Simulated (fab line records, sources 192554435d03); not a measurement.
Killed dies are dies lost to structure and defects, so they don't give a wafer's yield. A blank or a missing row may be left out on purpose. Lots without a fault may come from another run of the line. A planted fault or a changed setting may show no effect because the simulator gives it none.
Which tool did it? | flow n5_finfet | 24 lots, 72 wafers sampled, at 2 steps of a route of 1938

WHAT THE GAUGES READ, wafer by wafer
N5_SD_EPI_P_INSPECT_26: inspects for defects (darkfield).
lot  | measured    | on                | raw_defect_count
L074 | day 3 11:26 | defect_inspect-02 | 134 166 133
L075 | day 3 16:25 | defect_inspect-02 | 167 155 176
L076 | day 4 01:35 | defect_inspect-02 | 162 167 162
L077 | day 4 06:25 | defect_inspect-01 | 132 133 131
L078 | day 4 11:40 | defect_inspect-01 | 137 169 145
L079 | day 4 17:06 | defect_inspect-01 | 148 162 99
L080 | day 4 22:13 | defect_inspect-01 | 230 125 120
L081 | day 5 06:34 | defect_inspect-02 | 189 165 127
L082 | day 5 11:02 | defect_inspect-02 | 246 185 171
L083 | day 5 17:23 | defect_inspect-01 | 145 222 172
L084 | day 6 01:54 | defect_inspect-02 | 187 136 169
L085 | day 6 14:07 | defect_inspect-01 | 114 131 134
L086 | day 6 10:31 | defect_inspect-01 | 136 145 177
L087 | day 6 16:55 | defect_inspect-01 | 160 121 123
L088 | day 6 22:34 | defect_inspect-01 | 103 154 131
L089 | day 7 04:56 | defect_inspect-01 | 171 164 160
L090 | day 7 10:03 | defect_inspect-02 | 150 143 162
L091 | day 7 13:18 | defect_inspect-02 | 175 152 136
L092 | day 7 22:20 | defect_inspect-01 | 210 179 250
L093 | day 8 03:21 | defect_inspect-02 | 211 182 152
L094 | day 8 10:19 | defect_inspect-02 | 201 221 263
L095 | day 8 17:01 | defect_inspect-02 | 199 218 159
L097 | day 9 04:30 | defect_inspect-01 | 194 131 186
L096 | day 9 05:39 | defect_inspect-01 | 198 192 161

WHICH TOOL RAN EACH LOT (tool, then ch and the chambers of the sampled wafers, then the start)
lot  | N5_SD_EPI_N_VAPOR_ETCH_50
L074 | epi_rpcvd-01 ch 0, day 3 03:29
L075 | epi_rpcvd-01 ch 0, day 3 09:05
L076 | epi_rpcvd-02 ch 0, day 3 16:16
L077 | epi_rpcvd-01 ch 0, day 3 23:17
L078 | epi_rpcvd-02 ch 0, day 4 02:41
L079 | epi_rpcvd-03 ch 0, day 4 10:11
L080 | epi_rpcvd-02 ch 0, day 4 14:01
L081 | epi_rpcvd-03 ch 0, day 5 00:02
L082 | epi_rpcvd-02 ch 0, day 5 02:06
L083 | epi_rpcvd-03 ch 0, day 5 09:53
L084 | epi_rpcvd-03 ch 0, day 5 17:14
L085 | epi_rpcvd-01 ch 0, day 6 01:59
L086 | epi_rpcvd-03 ch 0, day 6 03:08
L087 | epi_rpcvd-03 ch 0, day 6 09:35
L088 | epi_rpcvd-03 ch 0, day 6 15:00
L089 | epi_rpcvd-03 ch 0, day 6 20:59
L090 | epi_rpcvd-03 ch 0, day 7 02:33
L091 | epi_rpcvd-03 ch 0, day 7 06:46
L092 | epi_rpcvd-02 ch 0, day 7 15:34
L093 | epi_rpcvd-02 ch 0, day 7 20:47
L094 | epi_rpcvd-02 ch 0, day 8 02:47
L095 | epi_rpcvd-03 ch 0, day 8 09:14
L097 | epi_rpcvd-03 ch 0, day 8 21:44
L096 | epi_rpcvd-02 ch 0, day 8 22:49
- N5_SD_EPI_N_VAPOR_ETCH_50: etches Si in HCl, time 54 s.

WHAT THE TOOLS THEMSELVES READ (means of the sampled wafers that have a number; where no wafer has one, the mark that the record gives instead)
N5_SD_EPI_N_VAPOR_ETCH_50.
lot  | tool         | throttle_valve_pct (%)
L074 | epi_rpcvd-01 | 11.6
L075 | epi_rpcvd-01 | 11.9
L076 | epi_rpcvd-02 | 11.9
L077 | epi_rpcvd-01 | 11.6
L078 | epi_rpcvd-02 | 11.9
L079 | epi_rpcvd-03 | 12.4
L080 | epi_rpcvd-02 | 11.9
L081 | epi_rpcvd-03 | 12.4
L082 | epi_rpcvd-02 | 11.8
L083 | epi_rpcvd-03 | 12.5
L084 | epi_rpcvd-03 | 12.5
L085 | epi_rpcvd-01 | 11.6
L086 | epi_rpcvd-03 | 12.4
L087 | epi_rpcvd-03 | 12.5
L088 | epi_rpcvd-03 | 12.6
L089 | epi_rpcvd-03 | 12.4
L090 | epi_rpcvd-03 | 12.5
L091 | epi_rpcvd-03 | 12.4
L092 | epi_rpcvd-02 | 11.8
L093 | epi_rpcvd-02 | 11.9
L094 | epi_rpcvd-02 | 12.0
L095 | epi_rpcvd-03 | 12.6
L097 | epi_rpcvd-03 | 12.4
L096 | epi_rpcvd-02 | 11.8

THE ANSWER, worked out from the rows above alone
Rule: what is usual is taken from the lots themselves. Put in order of their means at a reading, lots are off if they are a third of the lots or fewer, leave a main group of 4 or more, and stand apart from it by a gap of 3 or more times the standard deviation of the main group's means; of several such gaps the widest counts. A main group whose means are all the same, to the digits that the tables above print for the reading, isn't used. A lot without any number at a reading at which 4 lots or more have one is off too. The other lots that the step has rows for count as sound. The gauges are gone through in route order, then the tools' own readings, and for those a lot's mean is taken as printed above. The first step at which some lot is off is used, and at that step the reading that is off furthest; a lot without a number counts as furthest.
No lot is off at any reading shown: from this, nothing can be told.

WHAT THE SIMULATOR HAD PUT IN
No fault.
